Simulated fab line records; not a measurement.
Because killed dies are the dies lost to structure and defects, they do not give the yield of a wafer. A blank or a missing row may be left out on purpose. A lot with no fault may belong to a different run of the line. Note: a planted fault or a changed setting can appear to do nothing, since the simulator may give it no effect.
fab line records	flow nand-harc
[record] lots = 14	wafers = 42	last-day = 34
route steps=1302 shown A_STAIRCASE@870 A_SGD_CUT@890
lots that met no fault: taken from a fault-free run of the same line
start-h: hours from the record's opening day to when the first of the lot's shown wafers began	wait-h: hours since the lot's step before	" same as the row above	L1.1+2: several wafers, shown together as one row	- no value, or no start given	* or withheld: withheld	< > ~ a bound
route shown NAME@n: NAME is a module with steps in the file, n the number in the route of the first one	usual: mean and standard deviation over wafers with no fault	same: alike in all rows	chamber/n: place in a boat	sites: each site's reading	_std_site: standard deviation of those values	_edge_site: mean of outer sites minus mean of inner sites	radius-mm: how far each site lies from the wafer's centre	mask NAME#n: copy n	behind: the tool/chamber that last shaped the wafer	hold: the reason the lot was held/the length of the hold in hours/how it ended	device: transistor that didn't switch, given as n, p or np	end of line: at the end of the route, the tests of the same wafers	a step with no rows: only its recipe	killed: at the first sort, the dies lost to defects and structure; wafer yield is something else	map: shows each die of a wafer: x if killed, . if not, _ if none is there
set.NAME: the setting that was run; set.NAME@STEP: the one run at that earlier step	model.NAME: the simulator's own value behind a step, which no gauge read
one table for each step of the route and one row for each wafer, over a sample of lots
services: a tool's chamber out of use, with start hour (start-h, from the record's first day; less than 0 if before it), hours out, and reason
[[steps]]
[step NHARC_A_STAIRCASE_ETCH_444]
[recipe] target-depth-a = 2.04e+05	time-s = 6800	c4f8-flow-sccm = 20	o2-flow-sccm = 10	ar-flow-sccm = withheld	rf-w = 600	bias-w = 1000	chemistry = C4F8/O2
[usual] oes-product-au = 0.937/0.021	rf-vpp-V = 806/5
lot.wafer	tool	chamber	start-h	wait-h	oes-product-au	rf-hours-counter-h	rf-vpp-V
L659.1	rie-diel-03	3	445.11	0.1	0.924	45	805
L659.4	"	0	"	"	0.901	46	806
L659.2	"	2	"	"	0.908	46	806
L661.4	rie-diel-03	2	449.82	1.0	0.921	48	807
L661.5	"	0	"	"	0.911	-	808
L661.6	"	1	"	"	0.920	-	800
L660.3	rie-diel-11	2	450.01	1.4	0.971	3	803
L660.5	"	3	"	"	0.969	-	802
L660.6	"	2	451.92	3.2	0.968	-	802
L662.3	rie-diel-02	1	459.55	0.6	0.929	15	815
L662.2	"	2	"	"	0.922	15	807
L662.1	"	3	"	"	0.930	15	805
L664.2	rie-diel-03	2	484.37	1.1	0.939	7	806
L664.6	"	0	"	"	0.919	-	806
L664.5	"	1	"	"	0.941	-	816
L665.4	rie-diel-03	1	507.31	0.1	0.959	17	814
L665.3	"	0	508.74	1.5	0.955	16	807
L665.5	"	1	"	"	0.969	-	816
L669.2	rie-diel-02	0	528.78	0.6	0.924	42	807
L669.6	"	3	530.20	2.0	0.925	-	802
L669.5	"	0	"	"	0.929	-	808
L667.4	rie-diel-03	0	529.25	1.0	0.967	23	807
L667.1	"	1	"	"	0.973	25	815
L667.5	"	2	"	"	0.968	-	805
L671.2	rie-diel-11	2	539.38	0.7	0.929	28	802
L671.1	"	3	"	"	0.933	31	801
L671.5	"	2	541.28	2.6	0.933	-	802
L672.1	rie-diel-03	0	550.74	1.3	0.902	30	808
L672.6	"	1	"	"	0.908	-	817
L672.4	"	0	552.60	3.2	0.903	-	807
L673.4	rie-diel-02	2	584.12	0.3	0.932	2	806
L673.6	"	2	586.04	2.2	0.933	-	806
L673.5	"	3	"	"	0.933	-	803
L681.2	rie-diel-03	2	650.05	0.1	0.953	2	806
L681.4	"	1	651.49	1.5	0.963	2	815
L681.5	"	2	"	"	0.957	-	806
L680.3	rie-diel-11	3	650.44	0.6	0.933	11	800
L680.1	"	1	"	"	0.947	14	814
L680.6	"	2	"	"	0.924	-	801
L682.1	rie-diel-03	2	671.27	0.5	0.909	10	805
L682.3	"	3	"	"	0.922	10	804
L682.4	"	0	"	"	0.915	9	807
[step NHARC_A_STAIRCASE_DEP_471]
[recipe] target-thk-a = 1000	temp-c = 400	pressure-torr = 6.5	rf-w = 900	teos-flow-sccm = 161.4	flow-sccm = 2650	target-thk-nm = 100	gas = O2	material = SiO2
[usual] chamber-pressure-Torr = 6.499/0.016	heater-power-outer-w = 321/95	heater-power-w = 589/140	throttle-valve-pct = 15.8/0.5
lot.wafer	tool	chamber	start-h	wait-h	chamber-pressure-Torr	heater-power-outer-w	heater-power-w	throttle-valve-pct
L659.2	pecvd-03	0	451.78	-	6.523	383	715	15.4
L659.1	"	2	"	"	6.477	215	389	15.7
L659.4	"	1	"	"	6.508	454	771	15.8
L661.4	pecvd-01	1	455.34	-	6.489	413	741	15.9
L661.5	"	2	"	"	6.488	251	508	15.8
L661.6	"	0	"	"	6.501	232	448	14.8
L660.3	pecvd-01	0	456.38	-	6.460	204	433	14.7
L660.6	"	1	"	"	6.493	445	786	16.3
L660.5	"	0	"	"	6.483	211	446	14.7
L662.3	pecvd-04	2	465.44	-	6.476	290	532	15.0
L662.1	"	0	"	"	6.490	457	724	16.1
L662.2	"	1	"	"	6.487	288	512	15.5
L664.2	pecvd-04	2	489.90	-	6.532	277	501	15.0
L664.6	"	1	"	"	6.506	287	531	15.3
L664.5	"	2	"	"	6.463	283	508	15.0
L665.3	pecvd-03	0	513.90	-	6.495	371	699	15.4
L665.4	"	2	"	"	6.514	246	432	16.0
L665.5	"	0	"	"	6.500	390	704	15.5
L667.1	pecvd-01	2	534.76	-	6.528	173	392	15.4
L667.4	"	0	"	"	6.471	211	450	14.9
L667.5	"	1	"	"	6.524	381	711	16.7
L669.2	pecvd-03	0	534.77	-	6.525	378	719	15.6
L669.5	"	2	"	"	6.485	184	346	16.0
L669.6	"	0	"	"	6.508	381	735	15.5
L671.1	pecvd-03	0	546.06	-	6.471	354	694	15.8
L671.2	"	1	"	"	6.514	432	751	16.3
L671.5	"	2	"	"	6.512	205	384	16.1
L672.1	pecvd-01	1	557.09	-	6.499	418	759	16.8
L672.4	"	1	"	"	6.488	425	779	16.5
L672.6	"	0	"	"	6.516	261	495	15.1
L673.4	pecvd-04	1	590.67	-	6.488	211	432	15.6
L673.6	"	2	"	"	6.486	360	618	15.0
L673.5	"	0	"	"	6.532	499	796	16.2
L680.1	pecvd-04	2	656.50	-	6.500	343	579	15.7
L680.3	"	0	"	"	6.510	487	794	16.2
L680.6	"	1	"	"	6.503	277	502	16.4
L681.2	pecvd-01	2	656.62	-	6.489	188	411	16.1
L681.5	"	2	"	"	6.479	187	427	16.1
L681.4	"	1	"	"	6.512	443	824	16.6
L682.1	pecvd-03	1	677.14	-	6.495	425	736	15.9
L682.3	"	2	"	"	6.498	283	483	15.8
L682.4	"	0	"	"	6.500	345	637	15.9
[step NHARC_A_SGD_CUT_DEP_00]
[recipe] target-thk-a = 500	temp-c = 400	target-thk-nm = 50	flow-sccm = 200	rf-w = 450	material = SiNx
[usual] heater-power-outer-w = 429/72	heater-power-w = 731/120
lot.wafer	tool	chamber	start-h	wait-h	heater-power-outer-w	heater-power-w
L659.1	pecvd-03	2	452.57	0.2	348	567
L659.2	"	1	"	"	507	843
L659.4	"	1	"	"	502	843
L661.6	pecvd-03	1	456.02	0.1	554	882
L661.5	"	2	"	"	341	557
L661.4	"	0	"	"	470	855
L660.3	pecvd-02	1	457.01	0.1	364	646
L660.6	"	1	"	"	362	644
L660.5	"	2	"	"	393	650
L662.2	pecvd-03	1	466.12	0.1	465	801
L662.3	"	2	"	"	333	534
L662.1	"	0	"	"	487	857
L664.2	pecvd-01	2	490.61	0.1	373	674
L664.6	"	0	"	"	360	647
L664.5	"	1	"	"	466	828
L665.3	pecvd-01	1	514.59	0.1	574	991
L665.5	"	2	"	"	367	642
L665.4	"	1	"	"	591	969
L669.2	pecvd-03	0	535.51	0.2	443	809
L669.6	"	2	"	"	391	602
L669.5	"	0	"	"	449	818
L667.1	pecvd-01	1	535.60	0.2	524	921
L667.4	"	0	"	"	325	597
L667.5	"	1	"	"	532	923
L671.1	pecvd-03	0	546.74	0.1	487	865
L671.2	"	1	"	"	556	896
L671.5	"	0	"	"	487	859
L672.1	pecvd-02	0	557.78	0.1	-	-
L672.6	"	1	"	"	-	-
L672.4	"	2	"	"	-	-
L673.5	pecvd-01	1	591.35	0.2	-	-
L673.6	"	2	"	"	-	-
L673.4	"	0	"	"	-	-
L680.1	pecvd-02	0	657.16	0.1	474	814
L680.3	"	1	"	"	385	657
L680.6	"	1	"	"	384	643
L681.2	pecvd-03	2	657.33	0.1	401	653
L681.4	"	2	"	"	410	638
L681.5	"	0	"	"	430	800
L682.3	pecvd-02	0	677.85	0.1	428	738
L682.1	"	1	"	"	343	608
L682.4	"	0	"	"	414	763
[step NHARC_A_SGD_CUT_ETCH_58]
[recipe] target-depth-a = 390	over-etch-frac = 0.3	time-s = 65	ion-energy-ev = 80	cf4-flow-sccm = 150	ar-flow-sccm = 0	rf-w = 300	bias-w = 100	chemistry = CF4
[usual] drypump-motor-current-A = 5.7/0.52	mfc-ar-sccm = 0.013/0.015	oes-product-au = 0.997/0.01	rf-vpp-V = 151.4/1.1	showerhead-plenum-p-Torr = 1.78/0.058	throttle-valve-pct = 13.284/0.0097
lot.wafer	tool	chamber	start-h	wait-h	drypump-motor-current-A	mfc-ar-sccm	oes-product-au	rf-hours-counter-h	rf-vpp-V	showerhead-plenum-p-Torr	throttle-valve-pct
L659.1	rie-diel-09	2	453.43	0.1	5.3	0.032	0.988	6	151.3	1.84	13.280
L659.2	"	3	"	"	4.9	0	1.011	5	151.8	1.74	13.286
L659.4	"	1	"	"	6.2	0	0.993	6	153.2	1.87	13.282
L661.4	rie-diel-12	1	456.81	0.1	6.1	0	1.022	0	150.5	1.75	13.286
L661.6	"	0	"	"	5.1	0.027	1.002	-	152.0	1.82	13.286
L661.5	"	1	"	"	6.2	0	1.016	-	151.3	1.75	13.283
L660.3	rie-diel-10	0	458.00	0.1	6.0	0.008	0.993	4	150.8	1.73	13.290
L660.5	"	3	"	"	5.9	0	0.991	-	150.3	1.71	13.280
L660.6	"	0	"	"	6.0	0.008	0.990	-	151.0	1.73	13.304
L662.1	rie-diel-10	2	467.12	0.1	5.3	0.037	0.985	4	151.8	1.86	13.279
L662.3	"	0	"	"	6.0	0.008	1.004	5	150.3	1.73	13.281
L662.2	"	1	"	"	5.1	0.021	1.005	4	151.0	1.73	13.297
L664.2	rie-diel-10	2	491.56	0.1	5.3	0.037	0.989	6	153.9	1.86	13.273
L664.6	"	1	"	"	5.1	0.021	0.989	-	151.5	1.72	13.257
L664.5	"	2	"	"	5.3	0.037	0.995	-	152.7	1.86	13.289
L665.3	rie-diel-12	0	515.41	0.1	5.1	0.027	0.986	1	154.1	1.82	13.273
L665.4	"	2	"	"	6.1	0.032	0.979	3	150.0	1.70	13.298
L665.5	"	0	"	"	5.1	0.027	0.997	-	150.0	1.82	13.282
L669.2	rie-diel-09	3	536.47	0.1	4.9	0	0.990	1	150.4	1.74	13.285
L669.5	"	1	"	"	6.3	0	0.978	-	153.3	1.87	13.305
L669.6	"	2	"	"	5.3	0.032	0.995	-	151.5	1.84	13.280
L667.1	rie-diel-12	3	536.61	0.1	6.5	0	0.998	5	151.1	1.78	13.289
L667.4	"	2	"	"	6.2	0.032	0.986	5	150.2	1.70	13.264
L667.5	"	0	"	"	5.1	0.027	0.995	-	151.8	1.82	13.285
L671.2	rie-diel-10	0	547.73	0.1	6.0	0.008	0.985	12	150.2	1.73	13.278
L671.1	"	3	"	"	6.0	0	1.001	11	150.9	1.71	13.275
L671.5	"	1	"	"	5.1	0.021	0.991	-	152.4	1.72	13.267
L672.4	rie-diel-09	1	558.78	0.1	6.3	0	0.988	3	153.2	1.87	13.285
L672.1	"	3	"	"	4.9	0	1.004	3	150.0	1.74	13.273
L672.6	"	0	"	"	5.7	0.001	0.998	-	152.3	1.75	13.293
L673.4	rie-diel-09	2	592.25	0.1	5.3	0.032	1.000	4	153.0	1.84	13.278
L673.5	"	2	"	"	5.3	0.032	0.990	-	151.7	1.84	13.278
L673.6	"	3	"	"	4.9	0	0.993	-	151.4	1.74	13.266
L680.1	rie-diel-12	1	658.15	0.1	6.2	0	1.016	2	150.8	1.75	13.284
L680.3	"	0	"	"	5.1	0.027	1.006	2	149.2	1.82	13.271
L680.6	"	1	"	"	6.2	0	1.022	-	150.6	1.75	13.290
L681.2	rie-diel-09	1	658.33	0.1	6.3	0	0.984	8	152.9	1.87	13.301
L681.5	"	1	"	"	6.3	0	0.989	-	152.2	1.87	13.274
L681.4	"	2	"	"	5.3	0.032	1.008	-	153.3	1.84	13.286
L682.4	rie-diel-12	1	678.82	0.1	6.2	0	1.020	3	149.4	1.75	13.288
L682.3	"	3	"	"	6.5	0	1.014	2	151.9	1.78	13.276
L682.1	"	0	"	"	5.1	0.027	1.011	3	149.7	1.82	13.267
[[services]]
tool	chamber	start-h	hours	kind
rie-diel-10	1	425.94	6.9	repair
rie-diel-12	2	428.15	4.1	repair
rie-diel-12	1	437.27	2.3	repair
rie-diel-12	-	445.40	9.0	pm
rie-diel-03	-	459.14	9.0	pm
rie-diel-12	0	475.22	21.4	repair
rie-diel-03	0	489.02	4.1	repair
pecvd-01	-	492.14	13.0	pm
rie-diel-09	-	497.10	9.0	pm
rie-diel-12	0	500.72	12.1	repair
rie-diel-09	3	544.75	3.4	repair
pecvd-03	-	547.18	13.0	pm
rie-diel-03	3	547.96	7.7	repair
rie-diel-09	1	570.75	21.0	repair
pecvd-03	-	599.55	1.0	repair
rie-diel-03	1	604.28	7.1	repair
pecvd-03	-	614.07	0.6	repair
rie-diel-12	-	622.40	9.0	pm
rie-diel-09	-	625.80	0.3	repair
rie-diel-03	-	636.16	9.0	pm
pecvd-01	-	652.24	1.1	repair
rie-diel-09	3	657.87	2.5	repair
pecvd-01	-	673.14	13.0	pm
rie-diel-09	-	674.10	9.0	pm
[[key]]
[first-sign] step = NHARC_A_SGD_CUT_DEP_00	reading = tool-record	direction = missing
effect none on later readings
met-at NHARC_A_SGD_CUT_DEP_00
struck-lots L672,L673
later-rows-left-out L672.1,L672.4,L672.6,L673.4,L673.5,L673.6
sort-left-out L672.1,L672.4,L672.6,L673.4,L673.5,L673.6
tester-left-out L672,L673
not-acting-at NHARC_A_STAIRCASE_ETCH_444,NHARC_A_STAIRCASE_DEP_471,NHARC_A_SGD_CUT_ETCH_58
onset-between 535.60 557.78
[fault] kind = skipped-step-whole	tool = pecvd-01,pecvd-02	chamber = -	onset-h = 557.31	steps = NHARC_A_SGD_CUT_DEP_00	scope = struck-lots-only
// tester-left-out: of these lots the tester's yield and bins aren't shown, on N5 and GAA mostly nor the transistor test; their killed dies are dies lost to structure and defects alone, not to doping, threshold or leakage, so they don't give the yield
// sort-left-out: the simulated sort isn't trusted on such a fault, so these wafers' sort isn't shown, and their yield isn't known
// later-rows-left-out: the simulator's readings of these wafers behind a module that went badly wrong aren't trusted and aren't shown, but for the sort
